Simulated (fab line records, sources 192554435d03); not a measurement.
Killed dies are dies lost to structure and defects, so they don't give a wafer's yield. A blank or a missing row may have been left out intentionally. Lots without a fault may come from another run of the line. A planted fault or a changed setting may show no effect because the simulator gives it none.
A lot that was struck, set against a sound lot :: flow n5-finfet :: 40 out of 1938 route steps
Sound: these wafers, L668.1, L668.2, L668.5. Struck: wafer L676.5 (left out: L676.3, L676.4 of the same lot, which were not struck); the cause appears at the end.
At each step with rows: each side's tool, then ch and its chambers, then its first start. Under that, the readings that differ: sound wafers :: struck wafers :: difference of the means :: sigmas: that difference in standard deviations of wafers without a fault.
alike: readings whose means differ by less than 2 such deviations, and words and numbers that are the same on both sides. not compared: withheld readings, readings that some wafer has no value for, bounds like >300 that may hide the same value, and numbers for which the record gives no deviation and whose values overlap.
The two part at a step that has a row with sigmas, a row that says differs or no value, or rows on one side only. Numbers that don't overlap but have no deviation are shown without sigmas and don't part them. Lack of a reading on every wafer of one side parts them only where that side has two or more wafers.

first, 12 steps without rows for these wafers: N5_HKMG_FIN_ETCH_54 (etches SiARC in CF4, target depth 45.5 nm, time 75.8 s); N5_HKMG_FIN_ETCH_55 (etches SOC in N2/H2, target depth 240 nm, time 300 s); N5_HKMG_FIN_STRIP_56 (strips in N2/H2); N5_HKMG_FIN_STRIP_57 (strips in CF4); N5_HKMG_FIN_ETCH_58 (etches SOC in N2/H2, target depth 215.8 nm, time 741 s); N5_HKMG_FIN_STRIP_93 (strips SOC in N2/H2, time 20 s); N5_HKMG_FIN_WET_ETCH_76 (etches Al2O3 in dNH4OH, stops on La2O3, target depth 2.25 nm, rinse time 30 s); N5_HKMG_FIN_STRIP_60 (strips in N2/H2, time 360 s); N5_HKMG_FIN_WET_ETCH_77 (etches La2O3 in dHCl, stops on HfO2, target depth 2 nm); N5_HKMG_FIN_WET_ETCH_78 (etches Al2O3 in dNH4OH, stops on La2O3, target depth 4.5 nm, rinse time 30 s); N5_HKMG_FIN_ALD_79 (deposits TiN, target thk 1.5 nm, pulse time 1 s, purge time 3 s); N5_HKMG_FIN_CVD_62 (deposits a-Si from Si2H6, target thk 3 nm, time 20.8 s).
N5_HKMG_FIN_RTA_80: time 2 s.
  sound on rtp-anneal-01 ch 0, day 7 05:25; struck on rtp-anneal-01 ch 0, day 8 22:29
then, 25 steps without rows for these wafers: N5_HKMG_FIN_PRECLEAN_64 (cleans in dHF, time 30 s); N5_HKMG_FIN_WET_ETCH_65 (etches a-Si in TMAH, stops on TiN, time 49 s, target depth 3 nm); N5_HKMG_FIN_WET_ETCH_81 (etches TiN in SC1, stops on HfO2, time 57 s, target depth 6 nm); N5_HKMG_FIN_WET_ETCH_82 (etches La2O3 in dHCl, stops on HfO2, target depth 2 nm, rinse time 30 s); N5_HKMG_FIN_ALD_36 (deposits TiN, target thk 1 nm, pulse time 1 s, purge time 3 s); N5_HKMG_FIN_PWFM_ALD_03 (deposits TiN, target thk 2 nm, pulse time 1 s, purge time 3 s); N5_HKMG_FIN_COAT_29 (time 60 s, resist thk 300 nm); N5_HKMG_FIN_COAT_30 (time 60 s, resist thk 35 nm); N5_HKMG_FIN_COAT_06 (resist thk 90 nm); N5_HKMG_FIN_EBR_08; N5_HKMG_FIN_SOFTBAKE_07 (time 60 s); N5_HKMG_FIN_EXPOSE_09 (exposes mask NWFM); N5_HKMG_FIN_PEB_10 (peb time 60 s); N5_HKMG_FIN_DEVELOP_11 (develop time 30 s); N5_HKMG_FIN_DESCUM_17 (chemistry O2, time 7.9 s); N5_HKMG_FIN_ETCH_31 (etches SiARC in CF4, target depth 45.5 nm, time 75.8 s); N5_HKMG_FIN_ETCH_32 (etches SOC in N2/H2, target depth 240 nm, time 300 s); N5_HKMG_FIN_STRIP_33 (strips in N2/H2); N5_HKMG_FIN_STRIP_34 (strips in CF4); N5_HKMG_FIN_ETCH_35 (etches SOC in N2/H2, target depth 215.8 nm, time 243.4 s); N5_HKMG_FIN_STRIP_92 (strips SOC in N2/H2, time 20 s); N5_HKMG_FIN_WET_ETCH_18 (etches TiN in SC1, time 55 s, target depth 5.2 nm, rinse time 30 s); N5_HKMG_FIN_STRIP_19 (strips in N2/H2, time 360 s); N5_HKMG_FIN_ALD_91 (deposits TiN, target thk 1 nm, pulse time 1 s, purge time 3 s); N5_HKMG_FIN_COAT_85 (time 60 s, resist thk 300 nm).
-- a jump in the record: the struck wafers' starts before and after are 4 days apart (it breaks off in module HKMG_FIN and resumes in module BEOL_M4, where the first step shown is number 1111 of the route) --
N5_BEOL_M4_RC_MEAS_101:
  sound on prober-01 ch 0, day 11 00:01; struck on prober-02 ch 0, day 12 21:16
reading: IGATE_N (nA/um)
sound: 0.0141 0.0137 0.0129
struck: 0.0084
difference: -0.0052
sigmas: -3

reading: IGATE_P (nA/um)
sound: 0.0042 0.0040 0.0039
struck: 0.0025
difference: -0.0015
sigmas: -3

reading: IOFF_P (nA/um)
sound: 0.186 0.207 0.198
struck: 0.115
difference: -0.082
sigmas: -3

reading: IOFF_P_85C (nA/um)
sound: 3.3 3.6 3.4
struck: 2.2
difference: -1.2
sigmas: -3

reading: IOFF_P_LIN (nA/um)
sound: 0.090 0.098 0.095
struck: 0.054
difference: -0.040
sigmas: -4

reading: IOFF_P_LONG (nA/um)
sound: 0.000102 9.7e-05 0.0001
struck: 7.4e-05
difference: -2.6e-05
sigmas: -3

reading: ION_P (uA/um)
sound: 469 461 463
struck: 438
difference: -26
sigmas: -4

reading: VT_N_LVT (mV)
sound: 95.6 94.6 96.0
struck: 73.9
difference: -21.5
sigmas: -8

reading: VT_P (mV)
sound: -255 -252 -253
struck: -268
difference: -15
sigmas: -4

reading: VT_P_LONG (mV)
sound: -275.3 -278.6 -277.5
struck: -295.6
difference: -18.5
sigmas: -6
  alike: DIBL_N, DIBL_P, IOFF_N, ION_N, SS_N, SS_P, VT_N
-- record jumps: 5 days separate the struck wafers' starts on either side; left off in module BEOL_M4, taken up again in module PASSIVATION, whose first shown step is the route's number 1936 --
N5_PASSIVATION_PROBE_49:
  sound: prober-02 at day 15 12:07; struck: prober-01 at day 17 15:50
reading: defect-limited-yield (%)
sound: 92.3
struck: 87.5
difference: -4.8
sigmas: -3

reading: killed_at_M0_to_M3
sound: 20
struck: 61
difference: +41
sigmas: +3

reading: killed-at-front-end
sound: 38
struck: 62
difference: +24
sigmas: +2

reading: killed-at-other
sound: 8
struck: 1
difference: -7
sigmas: -3

reading: killed-dies
sound: 91
struck: 148
difference: +57
sigmas: +3

reading: killed-open
sound: 58
struck: 98
difference: +40
sigmas: +3

reading: killed-short
sound: 33
struck: 50
difference: +17
sigmas: +2

reading: sort_bin_5_function (%)
sound: 4.7
struck: 7.7
difference: +3.0
sigmas: +3

reading: sort_bin_6_memory (%)
sound: 3.1
struck: 4.7
difference: +1.6
sigmas: +2

reading: sort_bin_8_speed (%)
sound: 0
struck: 9.32
difference: +9.32
sigmas: +99 or more

reading: sort-n-pass
sound: 1089
struck: 922
difference: -167
sigmas: -9

reading: sort-yield-pct (%)
sound: 92.3
struck: 78.1
difference: -14.2
sigmas: -9
  alike: killed_at_M4_up, killed-at-contacts

WHERE THEY PART
First at N5_BEOL_M4_RC_MEAS_101; last, within this record, at N5_PASSIVATION_PROBE_49.

WHY: the cause the simulator had injected
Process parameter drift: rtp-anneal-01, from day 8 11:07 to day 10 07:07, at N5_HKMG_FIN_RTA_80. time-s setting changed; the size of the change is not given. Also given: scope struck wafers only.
